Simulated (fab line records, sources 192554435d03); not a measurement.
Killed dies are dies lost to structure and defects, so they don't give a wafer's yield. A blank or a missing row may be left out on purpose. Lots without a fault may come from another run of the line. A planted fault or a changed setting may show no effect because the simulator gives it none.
fab line records | flow n5_finfet
record lots=24 wafers=72 last_day=19
route steps=1938 shown BEOL_M12@1618 BEOL_M13@1672
lots that met no fault: from a run of the same line without faults
start_h: hours from the record's first day to the start of the lot's first wafer shown | wait_h: hours since the lot's step before | " the same as in the row above | L1.1+2: a row that stands for several wafers | - no value, or no start given | * or withheld: withheld | < > ~ a bound
route shown NAME@n: a module of which the file shows steps, and the number in the route of the first | usual: mean/standard deviation of fault-free wafers | same: alike in all rows | chamber/n: place in a boat | sites: the reading at each site | _std_site: their standard deviation | _edge_site: outer sites' mean less inner sites' | radius_mm: how far each site lies from the wafer's centre | mask NAME#n: copy n | behind: the tool/chamber that last shaped the wafer | hold: why the lot was held/for how many hours/how that ended | device: the transistor (n, p or np) that didn't switch | end of line: the same wafers' tests at the end of the route | a step without rows: its recipe alone | killed: dies lost to structure and defects at the first sort, not the wafer's yield | map: a wafer's dies, x killed, . not, _ none there
set.NAME: the setting as run; set.NAME@STEP: as run at that earlier step | model.NAME: the simulator's own value behind a step, which no gauge read
steps of the route over a sample of lots; a table a step, a row a wafer
services: from which hour (start_h, from the record's first day; less than 0 if before it) a tool's chamber was out of use, for how many hours, and why
## steps
# step N5_BEOL_M12_STRIP_63
# recipe chemistry=N2/H2 power_w=1000 temp_c=250 h2_frac=0.65 overash_fraction=0.3 pressure_mtorr=1000 n2_flow_sccm=1750 h2_flow_sccm=3250
# usual chamber_pressure_mTorr=1000.0/1.3 drypump_motor_current_A=5.88/0.26 heater_power_w=340/27 oes_product_au=0.694/0.0045 strip_time_to_endpoint_s=43.0/0.95
# columns lot.wafer tool chamber start_h wait_h chamber_pressure_mTorr drypump_motor_current_A heater_power_w oes_product_au rf_hours_counter_h strip_time_to_endpoint_s
L075.2 plasma_asher-01 0 267.42 - 999.8 5.89 324 0.696 117 43.4
L075.4 " 0 " " 999.1 5.86 323 0.698 - 43.3
L075.5 " 1 " " 1000.4 5.65 311 0.695 - 42.7
L074.2 plasma_asher-02 1 268.08 - 1000.9 5.65 364 0.696 80 42.9
L074.5 " 0 " " 1000.6 6.24 330 0.688 - 43.1
L074.6 " 1 " " 1000.5 5.65 372 0.693 - 41.7
L077.2 plasma_asher-02 0 275.96 - 999.2 6.24 326 0.691 82 44.0
L077.3 " 1 " " 999.2 5.65 383 0.694 - 44.1
L077.6 " 1 " " 1000.8 5.65 379 0.703 - 42.5
L078.1 plasma_asher-02 0 276.71 - 1001.1 6.26 330 0.691 82 43.2
L078.2 " 1 " " 1001.0 5.65 385 0.692 82 43.8
L078.6 " 0 " " 999.1 6.26 311 0.686 - 43.2
L076.2 plasma_asher-01 1 286.43 - 998.5 5.64 319 0.692 121 44.4
L076.4 " 0 " " 999.7 5.88 322 0.698 - 44.8
L076.6 " 0 " " 999.4 5.83 328 0.693 - 43.2
L080.1 plasma_asher-02 1 290.43 - 999.4 5.67 384 0.691 84 43.6
L080.3 " 1 " " 999.2 5.65 382 0.700 - 44.2
L080.6 " 0 " " 998.5 6.24 326 0.686 - 42.0
L079.1 plasma_asher-02 0 290.70 - 998.8 6.24 323 0.690 84 42.4
L079.4 " 1 " " 999.3 5.68 373 0.695 - 42.1
L079.5 " 0 " " 1000.2 6.24 323 0.691 - 41.8
L081.3 plasma_asher-02 1 300.89 - 999.2 5.68 373 0.694 - 43.6
L081.5 " 1 " " 999.8 5.70 369 0.696 - 42.2
L081.6 " 0 " " 1002.3 6.25 324 0.697 - 42.9
L082.3 plasma_asher-01 0 318.61 - 999.9 5.86 334 0.697 - 43.2
L082.5 " 1 " " 1000.6 5.65 316 0.699 - 42.6
L082.6 " 0 " " 999.3 5.85 324 0.689 - 40.5
L083.2 plasma_asher-02 1 324.38 - 1001.3 5.64 385 0.694 91 43.6
L083.3 " 1 " " 999.3 5.67 375 0.690 - 44.0
L083.4 " 0 " " 1001.1 6.24 326 0.701 - 43.4
L085.4 plasma_asher-02 1 324.67 - 998.6 5.66 379 0.692 - 42.4
L085.5 " 1 " " 999.9 5.70 377 0.688 - 42.0
L085.6 " 0 " " 1001.4 6.23 325 0.690 - 42.6
L086.2 plasma_asher-01 1 326.91 - 999.7 5.64 312 0.698 130 42.1
L086.5 " 1 " " 999.9 5.65 315 0.698 - 40.6
L086.6 " 0 " " 998.4 5.85 334 0.684 - 41.0
L084.1 plasma_asher-02 1 335.59 - 1000.1 5.69 375 0.694 93 41.7
L084.4 " 0 " " 1000.6 6.26 335 0.692 - 41.7
L084.5 " 0 " " 1001.8 6.26 325 0.697 - 41.1
L087.4 plasma_asher-01 0 350.68 - 1000.8 5.87 326 0.691 - 42.2
L087.5 " 1 " " 999.6 5.65 309 0.693 - 41.8
L087.6 " 0 " " 998.8 5.86 323 0.701 - 42.4
L088.2 plasma_asher-01 0 363.87 - 998.9 5.87 324 0.686 135 43.7
L088.3 " 0 " " 999.9 5.87 326 0.695 - 43.1
L088.4 " 1 " " 998.6 5.64 309 0.696 - 42.4
L091.1 plasma_asher-01 1 367.32 - 1000.7 5.66 320 0.693 136 42.2
L091.2 " 0 " " 1000.5 5.89 324 0.697 136 43.9
L091.4 " 0 " " 1000.5 5.85 325 0.688 - 42.5
L090.3 plasma_asher-01 0 367.75 - 1001.3 5.86 326 0.695 - 43.5
L090.4 " 1 " " 999.8 5.66 318 0.693 - 43.1
L090.5 " 0 " " 1001.0 5.86 327 0.699 - 43.3
L093.3 plasma_asher-02 1 368.06 - 998.9 5.68 383 0.701 - 44.4
L093.4 " 0 " " 1001.8 6.27 325 0.692 - 43.9
L093.6 " 0 " " 999.7 6.25 327 0.691 - 44.7
L089.1 plasma_asher-02 1 368.62 - 999.6 5.69 375 0.687 98 43.6
L089.5 " 1 " " 999.9 5.70 370 0.687 - 41.4
L089.6 " 0 " " 999.2 6.24 324 0.697 - 43.0
L092.1 plasma_asher-02 1 379.00 - 999.4 5.66 381 0.692 101 43.1
L092.3 " 0 " " 999.2 6.25 323 0.691 - 42.8
L092.5 " 1 " " 998.9 5.66 379 0.697 - 41.5
L094.1 plasma_asher-02 1 397.88 - 999.7 5.71 389 0.701 104 45.5
L094.2 " 0 " " 1000.8 6.23 327 0.687 104 44.9
L094.5 " 1 " " 1000.1 5.68 383 0.694 - 43.8
L096.2 plasma_asher-02 0 402.80 - 1000.0 6.26 328 0.699 104 44.0
L096.3 " 1 " " 1000.7 5.68 370 0.694 - 42.9
L096.6 " 0 " " 999.3 6.26 325 0.695 - 42.9
L095.1 plasma_asher-02 0 403.65 - 998.5 6.26 322 0.693 104 43.3
L095.4 " 1 " " 1000.7 5.65 380 0.694 - 43.1
L095.5 " 1 " " 999.8 5.67 373 0.696 - 41.7
L097.3 plasma_asher-01 0 407.56 - 1000.7 5.86 335 0.700 - 43.6
L097.4 " 1 " " 999.0 5.64 317 0.693 - 43.8
L097.5 " 1 " " 1000.9 5.64 316 0.698 - 43.2
# step N5_BEOL_M12_SPUTTER_44
# recipe material=Ta target_thk_a=100 temp_c=50 bias_v=80 power_w=15000 chamber_pressure_pa=0.07 time_s=16.13
# usual throttle_valve_pct=30.3/0.95
# same time_s=16.13
# columns lot.wafer tool chamber start_h wait_h throttle_valve_pct
L075.2 pvd_sputter-03 - 271.65 0.0 30.0
L075.4 " - " " 30.0
L075.5 " - " " 31.2
L074.2 pvd_sputter-03 - 272.37 0.0 29.7
L074.5 " - " " 30.3
L074.6 " - " " 31.4
L077.2 pvd_sputter-03 - 280.29 0.0 30.0
L077.3 " - " " 30.0
L077.6 " - " " 29.7
L078.1 pvd_sputter-02 - 280.30 0.0 29.5
L078.2 " - " " 30.5
L078.6 " - " " 31.7
L076.2 pvd_sputter-01 - 288.44 0.0 30.1
L076.4 " - " " 30.3
L076.6 " - " " 30.1
L080.1 pvd_sputter-01 - 293.36 0.0 30.7
L080.3 " - " " 30.0
L080.6 " - " " 30.4
L079.1 pvd_sputter-01 - 295.80 0.0 30.0
L079.4 " - " " 30.1
L079.5 " - " " 28.2
L081.3 pvd_sputter-02 - 304.74 0.0 31.8
L081.5 " - " " 31.7
L081.6 " - " " 29.8
L082.3 pvd_sputter-02 - 322.92 0.0 31.8
L082.5 " - " " 31.8
L082.6 " - " " 29.7
L083.2 pvd_sputter-02 - 331.05 0.0 31.6
L083.3 " - " " 30.2
L083.4 " - " " 30.4
L085.4 pvd_sputter-01 - 331.10 0.0 30.5
L085.5 " - " " 30.3
L085.6 " - " " 28.3
L086.2 pvd_sputter-03 - 331.11 0.0 31.5
L086.5 " - " " 30.0
L086.6 " - " " 30.2
L084.1 pvd_sputter-03 - 349.36 0.0 31.4
L084.4 " - " " 31.7
L084.5 " - " " 29.9
L087.4 pvd_sputter-03 - 355.79 0.0 31.6
L087.5 " - " " 29.9
L087.6 " - " " 29.9
L088.2 pvd_sputter-01 - 366.42 0.0 30.1
L088.3 " - " " 28.1
L088.4 " - " " 30.2
L091.1 pvd_sputter-01 - 369.99 0.0 30.7
L091.2 " - " " 30.1
L091.4 " - " " 28.1
L090.3 pvd_sputter-03 - 370.80 0.0 31.1
L090.4 " - " " 31.6
L090.5 " - " " 30.3
L093.3 pvd_sputter-01 - 371.21 0.0 30.3
L093.4 " - " " 28.2
L093.6 " - " " 30.4
L089.1 pvd_sputter-02 - 373.28 0.0 29.6
L089.5 " - " " 30.1
L089.6 " - " " 29.4
L092.1 pvd_sputter-02 - 382.80 0.0 31.9
L092.3 " - " " 29.7
L092.5 " - " " 29.5
L094.1 pvd_sputter-01 - 400.86 0.0 30.2
L094.2 " - " " 28.1
L094.5 " - " " 30.7
L096.2 pvd_sputter-02 - 405.50 0.0 29.7
L096.3 " - " " 31.8
L096.6 " - " " 29.4
L095.1 pvd_sputter-02 - 408.04 0.0 29.5
L095.4 " - " " 29.8
L095.5 " - " " 29.5
L097.3 pvd_sputter-03 - 410.89 0.1 31.3
L097.4 " - " " 31.8
L097.5 " - " " 29.9
# step N5_BEOL_M12_RS_MEAS_54
# recipe thk_meas_gauge=four-point-probe reads=Cu_of_BEOL_M12_ECD_47+Ta_of_BEOL_M12_SPUTTER_44+TaN_of_BEOL_M12_SPUTTER_43
# usual M12_RS=0.0600/0.0012
# columns lot.wafer tool chamber start_h wait_h M12_RS[ohm/sq]
L075.2 film_metro-01 - 272.75 0.0 0.0594
L075.4 " - " " 0.0613
L075.5 " - " " 0.0616
L074.2 film_metro-01 - 273.59 0.0 0.0592
L074.5 " - " " 0.0602
L074.6 " - " " 0.0593
L077.2 film_metro-01 - 282.02 0.0 0.0617
L077.3 " - " " 0.0603
L077.6 " - " " 0.0615
L078.1 film_metro-01 - 282.29 0.0 0.0607
L078.2 " - " " 0.0617
L078.6 " - " " 0.0615
L076.2 film_metro-01 - 289.50 0.0 0.0606
L076.4 " - " " 0.0616
L076.6 " - " " 0.0608
L080.1 film_metro-02 - 294.92 0.0 0.0591
L080.3 " - " " 0.0603
L080.6 " - " " 0.0627
L079.1 film_metro-01 - 297.30 0.0 0.0614
L079.4 " - " " 0.0578
L079.5 " - " " 0.0607
L081.3 film_metro-02 - 308.89 0.0 0.0609
L081.5 " - " " 0.0600
L081.6 " - " " 0.0593
L082.3 film_metro-01 - 324.17 0.0 0.0611
L082.5 " - " " 0.0573
L082.6 " - " " 0.0621
L083.2 film_metro-02 - 332.11 0.0 0.0602
L083.3 " - " " 0.0616
L083.4 " - " " 0.0572
L085.4 film_metro-01 - 332.16 0.0 0.0613
L085.5 " - " " 0.0596
L085.6 " - " " 0.0589
L086.2 film_metro-02 - 332.43 0.0 0.0601
L086.5 " - " " 0.0592
L086.6 " - " " 0.0606
L084.1 film_metro-01 - 350.42 0.0 0.0596
L084.4 " - " " 0.0597
L084.5 " - " " 0.0584
L087.4 film_metro-01 - 356.85 0.0 0.0585
L087.5 " - " " 0.0581
L087.6 " - " " 0.0611
L088.2 film_metro-01 - 367.48 0.0 0.0590
L088.3 " - " " 0.0608
L088.4 " - " " 0.0608
L091.1 film_metro-02 - 371.04 0.0 0.0607
L091.2 " - " " 0.0579
L091.4 " - " " 0.0610
L090.3 film_metro-02 - 371.86 0.0 0.0612
L090.4 " - " " 0.0598
L090.5 " - " " 0.0596
L093.3 film_metro-02 - 372.41 0.0 0.0601
L093.4 " - " " 0.0590
L093.6 " - " " 0.0596
L089.1 film_metro-02 - 374.34 0.0 0.0591
L089.5 " - " " 0.0580
L089.6 " - " " 0.0605
L092.1 film_metro-02 - 384.43 0.0 0.0599
L092.3 " - " " 0.0598
L092.5 " - " " 0.0605
L094.1 film_metro-01 - 401.98 0.0 0.0621
L094.2 " - " " 0.0605
L094.5 " - " " 0.0587
L096.2 film_metro-02 - 406.63 0.0 0.0582
L096.3 " - " " 0.0593
L096.6 " - " " 0.0590
L095.1 film_metro-02 - 409.10 0.0 0.0593
L095.4 " - " " 0.0600
L095.5 " - " " 0.0598
L097.3 film_metro-02 - 412.11 0.0 0.0591
L097.4 " - " " 0.0593
L097.5 " - " " 0.0601
# step N5_BEOL_M13_DESCUM_15
# recipe chemistry=O2 time_s=7.9 source_power_w=50 bias_power_w=20 pressure_mtorr=20 rf_frequency_hz=2.712e+07 temp_c=40 o2_flow_sccm=225
# usual chamber_pressure_mTorr=19.999/0.019 drypump_motor_current_A=5.8/0.51 oes_product_au=0.76/0.065 rf_vpp_V=243.3/1.1 showerhead_plenum_p_Torr=2.10/0.052 throttle_valve_pct=20.43/0.28
# same time_s=7.9
# columns lot.wafer tool chamber start_h wait_h chamber_pressure_mTorr drypump_motor_current_A oes_product_au rf_hours_counter_h rf_vpp_V showerhead_plenum_p_Torr throttle_valve_pct
L075.2 rie_diel-03 1 273.35 0.0 20.007 5.0 0.80 124 242.4 2.02 20.74
L075.4 " 0 " " 20.009 5.5 0.88 41 243.7 2.13 20.31
L075.5 " 0 " " 20.004 5.5 0.88 - 244.5 2.13 20.29
L074.2 rie_diel-06 2 274.40 0.1 20.005 6.0 0.74 183 246.1 2.15 20.27
L074.5 " 2 " " 19.977 6.0 0.73 - 245.0 2.15 20.28
L074.6 " 1 " " 19.992 5.2 0.88 - 243.3 2.13 20.52
L077.2 rie_diel-01 2 282.87 0.3 19.967 5.9 0.76 130 245.0 2.20 20.58
L077.3 " 3 " " 20.006 6.2 0.84 70 243.3 2.04 20.16
L077.6 " 2 " " 20.014 5.9 0.74 - 244.1 2.20 20.57
L078.1 rie_diel-06 3 283.06 0.2 19.992 6.0 0.74 176 243.6 2.10 20.51
L078.2 " 1 " " 19.987 5.2 0.86 41 244.1 2.13 20.52
L078.6 " 1 " " 20.010 5.2 0.87 - 243.5 2.13 20.52
L076.2 rie_diel-06 0 290.82 0.7 20.011 6.6 0.85 65 244.0 2.12 19.85
L076.4 " 3 " " 19.989 6.0 0.73 180 242.8 2.10 20.51
L076.6 " 2 " " 19.990 5.9 0.72 - 244.6 2.15 20.26
L080.1 rie_diel-06 3 296.62 0.9 19.988 6.0 0.72 183 243.3 2.10 20.51
L080.3 " 0 " " 19.977 6.6 0.85 68 243.3 2.12 19.86
L080.6 " 1 " " 19.981 5.2 0.85 - 244.3 2.13 20.52
L079.1 rie_diel-03 3 297.91 0.0 19.991 4.7 0.75 161 240.9 2.01 20.57
L079.4 " 1 " " 20.009 5.0 0.80 126 241.3 2.02 20.75
L079.5 " 3 " " 19.987 4.7 0.75 - 241.6 2.01 20.57
L081.3 rie_diel-01 1 309.93 0.4 19.990 5.8 0.68 231 241.3 1.99 20.69
L081.5 " 2 " " 19.998 5.9 0.75 - 244.4 2.20 20.62
L081.6 " 1 " " 19.996 5.8 0.68 - 240.7 1.99 20.70
L082.3 rie_diel-03 2 324.87 0.1 19.980 5.1 0.76 127 242.5 2.12 20.57
L082.5 " 3 " " 20.006 4.7 0.74 - 241.1 2.01 20.56
L082.6 " 2 " " 20.037 5.1 0.75 - 243.2 2.12 20.56
L083.2 rie_diel-01 0 332.84 0.0 19.987 6.1 0.68 221 242.3 2.09 20.85
L083.3 " 2 " " 19.979 5.8 0.75 148 242.5 2.19 20.61
L083.4 " 1 " " 20.024 5.8 0.68 237 241.4 1.99 20.70
L085.4 rie_diel-01 2 333.14 0.2 19.985 5.9 0.73 148 245.1 2.19 20.61
L085.5 " 1 " " 20.020 5.8 0.67 - 242.1 1.99 20.70
L085.6 " 0 " " 20.022 6.0 0.67 - 242.8 2.09 20.84
L086.2 rie_diel-06 0 333.33 0.2 19.977 6.6 0.84 80 241.3 2.11 19.89
L086.5 " 2 " " 19.989 6.0 0.71 - 243.9 2.14 20.28
L086.6 " 1 " " 19.995 5.2 0.84 - 243.5 2.13 20.55
L084.1 rie_diel-06 1 351.15 0.0 20.020 5.2 0.85 64 243.8 2.12 20.56
L084.4 " 0 " " 19.948 6.6 0.84 83 243.3 2.11 19.89
L084.5 " 2 " " 19.995 6.0 0.72 - 244.4 2.14 20.28
L087.4 rie_diel-06 0 357.51 0.1 19.984 6.6 0.84 85 244.8 2.11 19.88
L087.5 " 0 " " 19.995 6.6 0.84 - 243.6 2.11 19.89
L087.6 " 3 " " 19.977 6.0 0.71 - 242.6 2.09 20.53
L088.2 rie_diel-06 2 368.09 0.0 20.014 6.0 0.70 212 244.1 2.14 20.30
L088.3 " 1 " " 20.041 5.2 0.83 70 243.4 2.12 20.58
L088.4 " 3 " " 19.974 6.0 0.71 202 242.0 2.09 20.52
L091.1 rie_diel-06 3 371.77 0.0 20.006 5.9 0.70 204 243.8 2.09 20.54
L091.2 " 2 " " 20.022 6.0 0.70 214 242.8 2.14 20.29
L091.4 " 0 " " 20.024 6.6 0.82 91 244.6 2.11 19.91
L090.3 rie_diel-06 0 372.59 0.0 19.997 6.6 0.82 91 243.7 2.11 19.88
L090.4 " 3 " " 19.978 5.9 0.70 204 243.0 2.09 20.54
L090.5 " 1 " " 20.028 5.2 0.82 - 244.0 2.12 20.58
L093.3 rie_diel-01 2 374.02 0.9 19.986 5.9 0.73 161 246.7 2.19 20.63
L093.4 " 0 " " 20.035 6.0 0.68 231 242.7 2.09 20.85
L093.6 " 2 " " 20.057 5.9 0.73 - 244.1 2.19 20.63
L089.1 rie_diel-01 1 375.08 0.0 20.007 5.8 0.67 249 241.9 1.98 20.72
L089.5 " 0 " " 20.003 6.1 0.67 - 244.5 2.09 20.88
L089.6 " 1 " " 19.981 5.8 0.67 - 241.7 1.98 20.72
L092.1 rie_diel-06 3 385.16 0.0 19.950 6.0 0.71 206 243.1 2.09 20.53
L092.3 " 1 " " 19.985 5.2 0.82 74 244.0 2.12 20.57
L092.5 " 0 " " 20.000 6.6 0.82 - 244.0 2.11 19.90
L094.1 rie_diel-06 3 403.89 1.3 20.010 6.0 0.70 213 243.8 2.09 20.56
L094.2 " 2 " " 20.026 6.0 0.69 226 242.5 2.14 20.32
L094.5 " 1 " " 19.986 5.2 0.81 - 242.7 2.12 20.58
L096.2 rie_diel-01 3 410.40 0.6 19.986 6.2 0.78 120 241.7 2.02 20.25
L096.3 " 2 " " 20.000 5.8 0.71 179 243.9 2.18 20.65
L096.6 " 3 " " 20.018 6.2 0.78 - 242.6 2.02 20.25
L095.1 rie_diel-06 2 410.57 0.7 19.974 6.0 0.69 230 245.0 2.14 20.32
L095.4 " 0 " " 19.993 6.6 0.80 106 243.7 2.10 19.90
L095.5 " 2 " " 20.000 5.9 0.70 - 244.0 2.14 20.32
L097.3 rie_diel-06 2 414.80 1.9 20.023 6.0 0.68 232 244.2 2.13 20.33
L097.4 " 1 " " 20.001 5.1 0.80 89 242.8 2.12 20.60
L097.5 " 2 " " 19.983 5.9 0.69 - 243.9 2.13 20.34
# step N5_BEOL_M13_OVL_MEAS_29
# recipe points_per_wafer=44
# usual M13_OVL=2/5
# columns lot.wafer tool chamber start_h wait_h M13_OVL[nm]
L075.2 overlay-02 0 274.25 0.0 -7
L075.4 " 0 " " -5
L075.5 " 0 " " -3
L074.2 overlay-02 0 275.29 0.0 5
L074.5 " 0 " " -4
L074.6 " 0 " " 0
L077.2 overlay-01 0 283.88 0.0 3
L077.3 " 0 " " 2
L077.6 " 0 " " 0
L078.1 overlay-01 0 283.94 0.0 6
L078.2 " 0 " " -1
L078.6 " 0 " " -5
L076.2 overlay-02 0 291.83 0.0 3
L076.4 " 0 " " 0
L076.6 " 0 " " 0
L080.1 overlay-01 0 297.64 0.0 8
L080.3 " 0 " " 2
L080.6 " 0 " " 13
L079.1 overlay-02 0 298.82 0.0 3
L079.4 " 0 " " -1
L079.5 " 0 " " 0
L081.3 overlay-01 0 310.95 0.0 -4
L081.5 " 0 " " -8
L081.6 " 0 " " -5
L082.3 overlay-01 0 325.89 0.0 5
L082.5 " 0 " " 1
L082.6 " 0 " " 11
L083.2 overlay-01 0 333.85 0.0 11
L083.3 " 0 " " 15
L083.4 " 0 " " 9
L085.4 overlay-02 0 334.15 0.0 4
L085.5 " 0 " " 12
L085.6 " 0 " " 10
L086.2 overlay-01 0 334.22 0.0 -3
L086.5 " 0 " " 5
L086.6 " 0 " " -3
L084.1 overlay-01 0 352.16 0.0 6
L084.4 " 0 " " 10
L084.5 " 0 " " 5
L087.4 overlay-02 0 358.39 0.0 2
L087.5 " 0 " " 7
L087.6 " 0 " " 13
L088.2 overlay-02 0 368.98 0.0 -1
L088.3 " 0 " " 8
L088.4 " 0 " " 2
L091.1 overlay-01 0 372.68 0.0 -7
L091.2 " 0 " " -3
L091.4 " 0 " " -4
L090.3 overlay-02 0 373.60 0.0 2
L090.4 " 0 " " 9
L090.5 " 0 " " 7
L093.3 overlay-02 0 375.03 0.0 -2
L093.4 " 0 " " -1
L093.6 " 0 " " -1
L089.1 overlay-01 0 375.96 0.0 1
L089.5 " 0 " " 8
L089.6 " 0 " " -3
L092.1 overlay-01 0 386.18 0.0 -3
L092.3 " 0 " " 0
L092.5 " 0 " " 0
L094.1 overlay-01 0 404.78 0.0 -4
L094.2 " 0 " " 4
L094.5 " 0 " " 0
L096.2 overlay-02 0 411.29 0.0 3
L096.3 " 0 " " -6
L096.6 " 0 " " 4
L095.1 overlay-02 0 411.62 0.0 4
L095.4 " 0 " " 6
L095.5 " 0 " " 4
L097.3 overlay-01 0 415.85 0.0 10
L097.4 " 0 " " 8
L097.5 " 0 " " 6
# step N5_BEOL_M13_DESCUM_33
# recipe chemistry=O2 time_s=7.9 source_power_w=50 bias_power_w=20 pressure_mtorr=20 rf_frequency_hz=2.712e+07 temp_c=40 o2_flow_sccm=225
# usual chamber_pressure_mTorr=20.000/0.017 drypump_motor_current_A=5.8/0.53 oes_product_au=0.76/0.061 rf_vpp_V=243.1/1.3 showerhead_plenum_p_Torr=2.10/0.057 throttle_valve_pct=20.45/0.27
# same time_s=7.9
# columns lot.wafer tool chamber start_h wait_h chamber_pressure_mTorr drypump_motor_current_A oes_product_au rf_hours_counter_h rf_vpp_V showerhead_plenum_p_Torr throttle_valve_pct
L075.2 rie_diel-03 0 274.30 0.0 19.986 5.5 0.88 42 243.1 2.13 20.30
L075.4 " 2 " " 19.980 5.1 0.77 116 242.3 2.12 20.52
L075.5 " 2 " " 19.993 5.1 0.76 - 243.8 2.12 20.55
L074.2 rie_diel-06 2 275.35 0.0 20.017 6.0 0.73 184 246.4 2.15 20.24
L074.5 " 0 " " 19.983 6.6 0.88 - 242.6 2.12 19.85
L074.6 " 1 " " 20.006 5.2 0.88 - 243.0 2.13 20.52
L077.2 rie_diel-01 2 284.43 0.5 19.989 5.9 0.75 131 246.5 2.20 20.58
L077.3 " 0 " " 19.991 6.0 0.70 204 242.7 2.10 20.82
L077.6 " 0 " " 20.010 6.0 0.70 - 242.7 2.10 20.82
L078.1 rie_diel-06 1 284.73 0.8 19.978 5.2 0.87 42 242.6 2.13 20.52
L078.2 " 3 " " 20.028 6.0 0.73 177 242.6 2.10 20.49
L078.6 " 1 " " 19.966 5.2 0.86 - 245.4 2.13 20.51
L076.2 rie_diel-01 0 292.40 0.5 19.976 6.1 0.69 208 242.1 2.10 20.84
L076.4 " 3 " " 20.001 6.3 0.83 75 242.1 2.04 20.17
L076.6 " 2 " " 20.014 5.9 0.75 - 244.5 2.20 20.60
L080.1 rie_diel-01 0 297.70 0.0 19.989 6.0 0.69 210 242.3 2.10 20.83
L080.3 " 3 " " 19.980 6.3 0.82 78 241.9 2.04 20.18
L080.6 " 1 " " 20.007 5.8 0.68 - 242.4 1.99 20.69
L079.1 rie_diel-03 2 298.88 0.0 20.006 5.1 0.76 119 242.0 2.12 20.54
L079.4 " 1 " " 19.998 5.0 0.80 126 242.0 2.02 20.74
L079.5 " 1 " " 19.978 4.9 0.79 - 242.5 2.02 20.75
L081.3 rie_diel-06 3 311.01 0.0 19.989 6.0 0.72 186 242.8 2.10 20.52
L081.5 " 3 " " 20.008 6.0 0.73 - 241.9 2.10 20.52
L081.6 " 2 " " 20.039 6.0 0.71 - 244.4 2.15 20.27
L082.3 rie_diel-06 3 326.26 0.3 19.982 6.0 0.73 191 243.1 2.10 20.52
L082.5 " 1 " " 20.017 5.2 0.86 - 240.9 2.13 20.56
L082.6 " 0 " " 19.976 6.6 0.86 - 243.5 2.11 19.87
L083.2 rie_diel-01 1 334.87 1.0 19.971 5.8 0.67 238 240.3 1.99 20.69
L083.3 " 2 " " 19.978 5.9 0.74 149 245.1 2.19 20.60
L083.4 " 0 " " 19.998 6.0 0.67 221 242.7 2.09 20.84
L085.4 rie_diel-06 3 334.88 0.7 20.004 6.0 0.72 194 244.5 2.09 20.52
L085.5 " 2 " " 20.023 6.0 0.72 - 244.7 2.14 20.31
L085.6 " 3 " " 19.999 5.9 0.72 - 243.4 2.09 20.53
L086.2 rie_diel-03 1 335.12 0.9 20.002 5.0 0.79 136 242.3 2.01 20.77
L086.5 " 1 " " 19.988 5.0 0.79 - 242.4 2.01 20.78
L086.6 " 0 " " 20.004 5.4 0.87 - 241.6 2.12 20.33
L084.1 rie_diel-06 0 352.22 0.0 20.054 6.6 0.85 84 243.2 2.11 19.88
L084.4 " 2 " " 19.990 6.0 0.72 207 245.1 2.14 20.29
L084.5 " 0 " " 19.986 6.6 0.84 - 243.9 2.11 19.88
L087.4 rie_diel-01 0 358.47 0.1 19.999 6.0 0.68 226 242.3 2.09 20.86
L087.5 " 3 " " 19.991 6.3 0.81 - 244.2 2.03 20.19
L087.6 " 2 " " 20.006 5.9 0.74 - 245.4 2.19 20.62
L088.2 rie_diel-03 1 369.04 0.0 20.033 5.0 0.78 145 241.1 2.01 20.79
L088.3 " 3 " " 19.956 4.7 0.73 178 242.5 2.01 20.59
L088.4 " 2 " " 20.031 5.1 0.74 137 241.4 2.12 20.57
L091.1 rie_diel-06 3 372.89 0.2 19.990 6.0 0.70 204 241.5 2.09 20.56
L091.2 " 0 " " 19.985 6.6 0.83 91 244.1 2.11 19.89
L091.4 " 1 " " 20.035 5.2 0.83 72 243.7 2.12 20.58
L090.3 rie_diel-03 1 374.16 0.5 19.998 5.0 0.79 148 242.2 2.01 20.80
L090.4 " 0 " " 20.002 5.5 0.84 63 244.1 2.12 20.35
L090.5 " 3 " " 19.991 4.7 0.73 - 242.4 2.01 20.60
L093.3 rie_diel-06 0 375.09 0.0 20.005 6.6 0.82 92 243.3 2.11 19.88
L093.4 " 1 " " 19.996 5.2 0.82 73 243.1 2.12 20.57
L093.6 " 1 " " 19.992 5.2 0.82 - 243.4 2.12 20.57
L089.1 rie_diel-01 2 376.02 0.0 19.996 5.9 0.73 161 243.8 2.19 20.63
L089.5 " 0 " " 20.005 6.0 0.68 - 243.2 2.09 20.85
L089.6 " 1 " " 20.017 5.8 0.68 - 241.1 1.98 20.72
L092.1 rie_diel-01 0 386.40 0.2 20.001 6.1 0.67 235 242.4 2.09 20.87
L092.3 " 2 " " 20.033 5.9 0.72 164 244.5 2.19 20.61
L092.5 " 3 " " 20.030 6.2 0.79 - 242.5 2.03 20.21
L094.1 rie_diel-06 1 405.56 0.8 19.997 5.2 0.81 84 242.2 2.12 20.60
L094.2 " 0 " " 19.991 6.6 0.81 103 244.0 2.10 19.91
L094.5 " 3 " " 20.011 6.0 0.70 - 240.3 2.09 20.55
L096.2 rie_diel-06 3 413.09 1.8 19.991 5.9 0.69 218 241.9 2.09 20.56
L096.3 " 0 " " 19.996 6.6 0.80 107 244.3 2.10 19.92
L096.6 " 2 " " 20.016 6.0 0.69 - 244.2 2.14 20.33
L095.1 rie_diel-01 3 413.70 2.1 19.979 6.2 0.77 122 241.7 2.02 20.25
L095.4 " 3 " " 20.010 6.2 0.78 - 243.0 2.02 20.26
L095.5 " 2 " " 20.008 5.9 0.71 - 245.5 2.18 20.66
L097.3 rie_diel-06 3 417.80 1.9 19.976 6.0 0.70 220 243.5 2.09 20.58
L097.4 " 1 " " 20.001 5.2 0.81 91 242.6 2.11 20.60
L097.5 " 0 " " 19.987 6.6 0.80 - 243.3 2.10 19.91
## services
# columns tool chamber start_h hours kind
plasma_asher-01 - 254.54 0.9 repair
rie_diel-03 2 257.70 2.6 repair
plasma_asher-01 - 258.58 3.7 repair
pvd_sputter-01 - 272.01 0.5 repair
rie_diel-03 - 281.46 14.6 pm
rie_diel-03 0 348.81 7.2 repair
pvd_sputter-02 - 375.57 6.0 repair
pvd_sputter-03 - 378.12 2.5 repair
rie_diel-01 1 381.93 - clean
rie_diel-01 1 381.93 - consumable_replace:focus_ring
rie_diel-01 1 381.93 - consumable_replace:showerhead
rie_diel-01 1 381.93 34.8 scheduled_down
rie_diel-01 1 381.93 34.8 vent_cycle
rie_diel-06 3 390.17 4.9 repair
rie_diel-01 0 412.31 8.5 repair
pvd_sputter-01 - 414.55 1.5 repair
## key
fault none
